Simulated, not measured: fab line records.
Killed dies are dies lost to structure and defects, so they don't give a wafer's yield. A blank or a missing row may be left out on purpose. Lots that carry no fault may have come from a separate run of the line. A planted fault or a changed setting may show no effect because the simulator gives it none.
Which of the tools did it?	flow n5 finfet	22 lots with 66 wafers sampled at 6 steps, on a route of 1938 steps

WHAT EACH GAUGE READ, for each wafer
Not one reading of a measure or inspect step in the record can be checked against a usual standard deviation.

EACH LOT AND THE TOOL THAT RAN IT (in order: tool; ch and the chambers of the sampled wafers; start)
lot	N5_BEOL_M9_DEP_56	N5_BEOL_M10_DESCUM_16	N5_BEOL_M10_HM_OPEN_17	N5_BEOL_M10_ALD_74	N5_BEOL_M10_SPUTTER_48	N5_BEOL_M10_CMP_52
L075	pecvd-02 ch 0,2, day 10 06:27	rie diel-03 ch 1,2, day 10 09:01	rie metal-01 ch 0,1, day 10 09:17	ald metal-02 ch 0,1,3, day 10 13:46	pvd sputter-01, day 10 14:28	cmp-04 ch 0,3, day 10 15:02
L076	pecvd-02 ch 0,1,2, day 10 08:01	rie diel-05 ch 0,1, day 10 11:49	rie metal-03 ch 0,1, day 10 12:07	ald metal-01 ch 1,3, day 10 16:48	pvd sputter-01, day 10 17:29	cmp-03 ch 0,1, day 10 18:08
L077	pecvd-02 ch 1,2, day 10 09:49	rie diel-05 ch 0,3, day 10 12:10	rie metal-01 ch 0,1, day 10 12:26	ald metal-04 ch 0,2,3, day 10 17:02	pvd sputter-01, day 10 17:40	cmp-01 ch 1,2,3, day 10 18:25
L079	pecvd-02 ch 0,1,2, day 11 02:23	rie diel-06 ch 0,3, day 11 05:07	rie metal-03 ch 0, day 11 05:23	ald metal-01 ch 0,1,2, day 11 08:08	pvd sputter-01, day 11 08:53	cmp-03 ch 1,2, day 11 09:25
L078	pecvd-01 ch 0,1,2, day 11 03:22	rie diel-03 ch 0,3, day 11 05:34	rie metal-02 ch 0,1, day 11 05:52	ald metal-02 ch 0,2,3, day 11 08:25	pvd sputter-02, day 11 09:13	cmp-01 ch 1,2,3, day 11 10:18
L080	pecvd-03 ch 0, day 11 06:50	rie diel-03 ch 0,3, day 11 08:26	rie metal-02 ch 1, day 11 08:43	ald metal-02 ch 1,2, day 11 11:20	pvd sputter-03, day 11 13:40	cmp-01 ch 0,2, day 11 14:26
L081	pecvd-01 ch 0,1,2, day 11 10:02	rie diel-05 ch 0,2,3, day 11 14:17	rie metal-03 ch 0, day 11 14:33	ald metal-02 ch 2,3, day 11 17:50	pvd sputter-01, day 11 18:32	cmp-03 ch 0,1,2, day 11 19:46
L082	pecvd-02 ch 0,1,2, day 11 21:29	rie diel-05 ch 0,1, day 11 23:16	rie metal-02 ch 0,1, day 11 23:32	ald metal-01 ch 2,3, day 12 03:11	pvd sputter-01, day 12 03:43	cmp-03 ch 0,2, day 12 04:14
L083	pecvd-01 ch 0,1, day 12 05:26	rie diel-06 ch 0,1,3, day 12 09:37	rie metal-03 ch 0,1, day 12 09:53	ald metal-04 ch 0,1,3, day 12 14:04	pvd sputter-03, day 12 14:42	cmp-03 ch 0,1,3, day 12 15:28
L084	pecvd-03 ch 0,2, day 12 16:34	rie diel-05 ch 1,2,3, day 12 19:17	rie metal-03 ch 0,1, day 12 19:34	ald metal-04 ch 1,2,3, day 12 22:14	pvd sputter-02, day 12 22:43	cmp-01 ch 0,1,3, day 12 23:29
L086	pecvd-03 ch 0,2, day 12 23:15	rie diel-03 ch 0,1,2, day 13 00:40	rie metal-02 ch 0, day 13 00:56	ald metal-01 ch 1,2, day 13 06:02	pvd sputter-03, day 13 06:53	cmp-03 ch 1,2,3, day 13 07:32
L085	pecvd-01 ch 0,1, day 13 00:41	rie diel-05 ch 1,2,3, day 13 02:05	rie metal-02 ch 0,1, day 13 02:22	ald metal-04 ch 0,2,3, day 13 07:09	pvd sputter-03, day 13 07:50	cmp-01 ch 1,2,3, day 13 08:46
L087	pecvd-02 ch 0,1, day 13 07:32	rie diel-03 ch 0,1,2, day 13 10:16	rie metal-01 ch 0, day 13 10:32	ald metal-04 ch 1,2,3, day 13 13:54	pvd sputter-03, day 13 14:55	cmp-01 ch 0,1, day 13 16:08
L089	pecvd-03 ch 1,2, day 13 17:19	rie diel-03 ch 0,1,2, day 13 21:11	rie metal-03 ch 0,1, day 13 21:28	ald metal-01 ch 0,1,2, day 14 00:29	pvd sputter-01, day 14 01:21	cmp-04 ch 1,2,3, day 14 02:05
L091	pecvd-01 ch 0,1,2, day 14 01:11	rie diel-05 ch 0,2,3, day 14 03:01	rie metal-03 ch 0,1, day 14 03:17	ald metal-01 ch 0,2,3, day 14 06:31	pvd sputter-02, day 14 07:05	cmp-03 ch 0,2,3, day 14 07:53
L090	pecvd-03 ch 0,1,2, day 14 11:20	rie diel-05 ch 0,1,2, day 14 13:34	rie metal-03 ch 1, day 14 13:52	ald metal-04 ch 1,3, day 14 16:49	pvd sputter-02, day 14 17:25	cmp-03 ch 0,1,2, day 14 18:10
L094	pecvd-01 ch 0,1,2, day 14 14:28	rie diel-05 ch 0,2, day 14 16:57	rie metal-02 ch 0,1, day 14 17:14	ald metal-02 ch 0,2, day 14 19:17	pvd sputter-03, day 14 19:48	cmp-03 ch 0,3, day 14 20:26
L092	pecvd-02 ch 0,1,2, day 14 14:34	rie diel-06 ch 0,1,3, day 14 17:02	rie metal-01 ch 1, day 14 17:19	ald metal-04 ch 0,3, day 14 19:33	pvd sputter-01, day 14 20:04	cmp-01 ch 0,2, day 14 20:38
L093	pecvd-01 ch 0,2, day 14 18:05	rie diel-03 ch 0,3, day 14 20:04	rie metal-02 ch 0,1, day 14 20:20	ald metal-02 ch 1,2, day 15 00:40	pvd sputter-01, day 15 01:23	cmp-03 ch 0,2,3, day 15 01:59
L095	pecvd-02 ch 0,2, day 15 01:52	rie diel-05 ch 2,3, day 15 03:13	rie metal-03 ch 1, day 15 03:31	ald metal-01 ch 0,3, day 15 06:29	pvd sputter-03, day 15 08:56	cmp-01 ch 1,3, day 15 09:30
L097	pecvd-03 ch 1,2, day 15 13:44	rie diel-05 ch 2,3, day 15 16:44	rie metal-01 ch 0,1, day 15 17:03	ald metal-04 ch 0,1,2, day 15 22:19	pvd sputter-01, day 15 23:03	cmp-04 ch 1,3, day 15 23:48
L096	pecvd-02 ch 0,1, day 15 16:57	rie diel-05 ch 0,2, day 15 20:15	rie metal-03 ch 1, day 15 20:32	ald metal-04 ch 0,1,2, day 15 22:56	pvd sputter-02, day 15 23:38	cmp-04 ch 1,2,3, day 16 00:13
- N5_BEOL_M9_DEP_56: deposits SiCN from 3MS/NH3, target thk 15 nm, time 26.5 s.
- N5_BEOL_M10_DESCUM_16: chemistry O2, time 7.9 s.
- N5_BEOL_M10_HM_OPEN_17: chemistry Cl2/BCl3, target TiN, target depth 20 nm, overetch 6 nm.
- N5_BEOL_M10_ALD_74: deposits TaN, target thk 2 nm, pulse time 2 s, purge time 3 s.
- N5_BEOL_M10_SPUTTER_48: material Cu, target thk 12 nm, time 2 s.
- N5_BEOL_M10_CMP_52: polishes, stops on SiCOH lowk, t overpolish 7 s, target thk 140 nm.

WHAT THE TOOLS THEMSELVES READ (means of the sampled wafers that have a number; where no wafer has one, the mark that the record gives instead)
N5_BEOL_M9_DEP_56. Usual: showerhead plenum p Torr 3.674 Torr, standard deviation 0.011; showerhead vpp V 897 V, standard deviation 59; throttle valve pct 9.0 %, standard deviation 0.47.
lot	tool	showerhead plenum p Torr (Torr)	showerhead vpp V (V)	throttle valve pct (%)	flag
L075	pecvd-02	3.691	895	8.6	
L076	pecvd-02	3.684	936	8.9	
L077	pecvd-02	3.669	940	9.3	
L079	pecvd-02	3.675	931	9.1	
L078	pecvd-01	3.670	831	8.9	
L080	pecvd-03	3.679	930	9.5	
L081	pecvd-01	3.669	834	8.8	
L082	pecvd-02	3.677	935	9.1	
L083	pecvd-01	3.671	813	9.1	
L084	pecvd-03	3.674	927	8.6	
L086	pecvd-03	3.669	926	8.5	
L085	pecvd-01	3.666	843	8.9	
L087	pecvd-02	3.682	974	9.1	
L089	pecvd-03	3.670	920	8.9	
L091	pecvd-01	3.670	836	8.9	
L090	pecvd-03	3.674	927	9.0	
L094	pecvd-01	3.665	834	8.8	
L092	pecvd-02	3.678	936	9.1	
L093	pecvd-01	3.671	817	8.9	
L095	pecvd-02	3.692	889	8.7	
L097	pecvd-03	3.668	910	8.9	
L096	pecvd-02	3.677	967	9.0	

N5_BEOL_M10_DESCUM_16. Usual: chamber pressure mTorr 20.002 mTorr (standard deviation 0.017); drypump motor current A 5.5 A (standard deviation 0.5); o2 flow sccm 225.2 sccm (standard deviation 0.65); oes product au 0.82 a.u. (standard deviation 0.086); rf vpp V 242.7 V (standard deviation 1.1); showerhead plenum p Torr 2.07 Torr (standard deviation 0.052); throttle valve pct 20.48 % (standard deviation 0.17).
lot	tool	chamber pressure mTorr (mTorr)	drypump motor current A (A)	o2 flow sccm (sccm)	oes product au (a.u.)	rf vpp V (V)	showerhead plenum p Torr (Torr)	throttle valve pct (%)	flag
L075	rie diel-03	20.017	5.8	224.9	0.86	243.0	2.12	20.42	
L076	rie diel-05	20.001	5.6	224.9	0.84	242.8	2.05	20.35	
L077	rie diel-05	20.011	6.0	224.7	0.79	242.0	2.04	20.50	
L079	rie diel-06	19.996	5.1	225.4	0.79	243.7	2.14	20.34	
L078	rie diel-03	20.006	5.7	225.3	0.93	244.0	2.11	20.45	
L080	rie diel-03	20.014	5.8	224.4	0.92	243.7	2.11	20.45	
L081	rie diel-05	20.009	5.6	225.4	0.75	241.7	2.03	20.61	
L082	rie diel-05	19.985	5.4	225.7	0.81	243.7	2.08	20.36	
L083	rie diel-06	19.995	5.3	226.1	0.83	243.6	2.11	20.48	
L084	rie diel-05	20.000	5.3	225.4	0.72	241.7	2.07	20.61	
L086	rie diel-03	20.002	6.0	225.3	0.87	242.6	2.07	20.45	
L085	rie diel-05	19.991	5.3	225.6	0.73	242.2	2.06	20.60	
L087	rie diel-03	19.993	6.0	225.1	0.86	242.0	2.07	20.46	
L089	rie diel-03	19.997	6.0	225.2	0.86	242.8	2.07	20.47	
L091	rie diel-05	20.002	5.6	225.4	0.73	242.6	2.03	20.64	
L090	rie diel-05	20.011	5.2	224.9	0.76	242.1	2.04	20.51	
L094	rie diel-05	19.983	5.5	224.7	0.78	241.9	2.00	20.54	
L092	rie diel-06	19.983	5.3	225.6	0.89	244.5	2.10	20.36	
L093	rie diel-03	19.995	5.8	224.6	0.86	243.3	2.10	20.49	
L095	rie diel-05	20.004	5.3	225.4	0.79	241.8	2.02	20.64	
L097	rie diel-05	20.002	5.3	225.1	0.78	241.4	2.02	20.65	
L096	rie diel-05	20.010	5.5	225.1	0.76	242.8	2.00	20.54	

N5_BEOL_M10_HM_OPEN_17. Usual: chamber pressure mTorr 10.001 mTorr, standard deviation 0.009; drypump motor current A 5.82 A, standard deviation 0.21; he backside leak sccm 3.37 sccm, standard deviation 0.23; oes product au 0.66 a.u., standard deviation 0.033; throttle valve pct 22.2 %, standard deviation 0.35.
lot	tool	chamber pressure mTorr (mTorr)	drypump motor current A (A)	he backside leak sccm (sccm)	oes product au (a.u.)	throttle valve pct (%)	flag
L075	rie metal-01	9.996	5.48	3.54	0.62	22.0	
L076	rie metal-03	9.994	5.81	3.28	0.66	22.2	
L077	rie metal-01	10.001	5.47	3.35	0.64	22.0	
L079	rie metal-03	10.000	5.79	3.42	0.64	22.0	
L078	rie metal-02	10.005	5.93	3.16	0.68	22.5	
L080	rie metal-02	9.992	5.87	3.26	0.67	22.8	
L081	rie metal-03	10.005	5.83	3.51	0.64	22.0	
L082	rie metal-02	9.997	5.92	3.30	0.68	22.5	
L083	rie metal-03	9.994	5.80	3.20	0.65	22.2	
L084	rie metal-03	10.000	5.82	3.37	0.65	22.2	
L086	rie metal-02	9.998	6.00	3.26	0.72	21.9	
L085	rie metal-02	9.998	5.94	3.25	0.67	22.5	
L087	rie metal-01	10.000	5.96	3.55	0.65	21.8	
L089	rie metal-03	10.002	5.82	3.46	0.64	22.2	
L091	rie metal-03	9.997	5.81	3.43	0.64	22.2	
L090	rie metal-03	10.005	5.83	3.37	0.66	22.3	
L094	rie metal-02	10.004	5.94	3.29	0.66	22.6	
L092	rie metal-01	10.003	5.24	3.44	0.60	22.2	
L093	rie metal-02	9.996	5.92	3.25	0.67	22.5	
L095	rie metal-03	10.003	5.83	3.21	0.65	22.3	
L097	rie metal-01	10.005	5.50	3.46	0.62	22.1	
L096	rie metal-03	10.003	5.83	3.41	0.65	22.3	

N5_BEOL_M10_ALD_74. Usual: heater power w 429 W, standard deviation 47; susceptor temp C 274.99 C, standard deviation 0.18.
lot	tool	heater power w (W)	susceptor temp C (C)	flag
L075	ald metal-02	412	274.98	
L076	ald metal-01	417	275.01	
L077	ald metal-04	435	274.89	
L079	ald metal-01	445	275.14	
L078	ald metal-02	435	275.05	
L080	ald metal-02	365	274.86	
L081	ald metal-02	420	275.00	
L082	ald metal-01	467	274.85	
L083	ald metal-04	432	274.87	
L084	ald metal-04	406	274.83	
L086	ald metal-01	423	275.12	
L085	ald metal-04	433	274.93	
L087	ald metal-04	407	274.98	
L089	ald metal-01	453	274.96	
L091	ald metal-01	471	275.04	
L090	ald metal-04	396	275.00	
L094	ald metal-02	469	275.00	
L092	ald metal-04	458	274.95	
L093	ald metal-02	399	274.95	
L095	ald metal-01	484	275.08	
L097	ald metal-04	400	275.13	
L096	ald metal-04	407	274.82	

N5_BEOL_M10_SPUTTER_48. Usual: bias v 60.0 V, standard deviation 0.58; susceptor temp C -19.98 C, standard deviation 0.11; throttle valve pct 29.5 %, standard deviation 0.89.
lot	tool	bias v (V)	susceptor temp C (C)	throttle valve pct (%)	flag
L075	pvd sputter-01	60.8	-19.91	28.9	
L076	pvd sputter-01	60.4	-20.07	29.0	
L077	pvd sputter-01	59.9	-20.05	29.0	
L079	pvd sputter-01	60.5	-19.98	29.1	
L078	pvd sputter-02	59.7	-20.04	29.6	
L080	pvd sputter-03	60.3	-19.95	29.8	
L081	pvd sputter-01	60.0	-19.96	28.9	
L082	pvd sputter-01	60.1	-20.04	29.5	
L083	pvd sputter-03	60.0	-19.97	30.2	
L084	pvd sputter-02	60.2	-20.04	29.7	
L086	pvd sputter-03	59.6	-20.03	29.2	
L085	pvd sputter-03	59.2	-20.01	29.9	
L087	pvd sputter-03	59.9	-20.00	29.9	
L089	pvd sputter-01	60.4	-19.90	29.6	
L091	pvd sputter-02	59.4	-19.89	29.6	
L090	pvd sputter-02	60.1	-19.99	30.2	
L094	pvd sputter-03	59.4	-20.01	29.7	
L092	pvd sputter-01	60.7	-19.99	29.4	
L093	pvd sputter-01	60.1	-20.05	29.1	
L095	pvd sputter-03	59.8	-19.94	30.0	
L097	pvd sputter-01	59.9	-20.06	29.4	
L096	pvd sputter-02	60.3	-19.93	29.6	

N5_BEOL_M10_CMP_52. Usual: barrier field endpoint s 29.2 s, standard deviation 1.1; motor current A 6.2 A, standard deviation 0.63; overpolish run s 6.999 s, standard deviation 0.01; time to endpoint s 68 s, standard deviation 5.3.
lot	tool	barrier field endpoint s (s)	motor current A (A)	overpolish run s (s)	time to endpoint s (s)	flag
L075	cmp-04	29.8	6.2	6.999	67	
L076	cmp-03	28.2	6.7	6.993	64	
L077	cmp-01	30.3	6.2	7.006	73	
L079	cmp-03	30.0	6.0	6.998	66	
L078	cmp-01	30.7	6.3	6.995	71	
L080	cmp-01	28.4	6.6	6.999	64	
L081	cmp-03	28.4	6.6	7.011	64	
L082	cmp-03	28.9	6.7	6.986	64	
L083	cmp-03	29.6	6.3	7.004	65	
L084	cmp-01	29.5	6.0	7.002	71	
L086	cmp-03	29.6	5.7	7.011	66	
L085	cmp-01	29.8	6.3	6.999	74	
L087	cmp-01	29.1	6.1	6.991	70	
L089	cmp-04	30.4	6.2	6.993	69	
L091	cmp-03	29.3	6.3	6.996	66	
L090	cmp-03	29.3	6.5	6.999	63	
L094	cmp-03	28.7	6.8	6.993	66	
L092	cmp-01	27.8	6.5	7.008	61	
L093	cmp-03	28.7	6.4	6.995	66	
L095	cmp-01	30.7	5.7	6.999	76	
L097	cmp-04	29.0	6.8	7.002	62	
L096	cmp-04	28.7	6.2	6.994	68	

THE ANSWER, worked out from the rows above alone
Rule: take the mean of a lot's wafers that have a number; if it is more than 3 standard deviations from the usual mean, the lot is off. A lot without any number at a reading at which 4 lots or more have one is off too. Where the step has rows for the other lots, those lots are counted as sound. Order of review: gauges by route order, followed by the tools' own readings, for which a lot's mean as printed above is used. The first step at which some lot is off is used, and at that step the reading that is off furthest; a lot without a number counts as furthest.
Nothing can be told from this: no lot is off at any reading shown.

WHAT THE SIMULATOR HAD PUT IN
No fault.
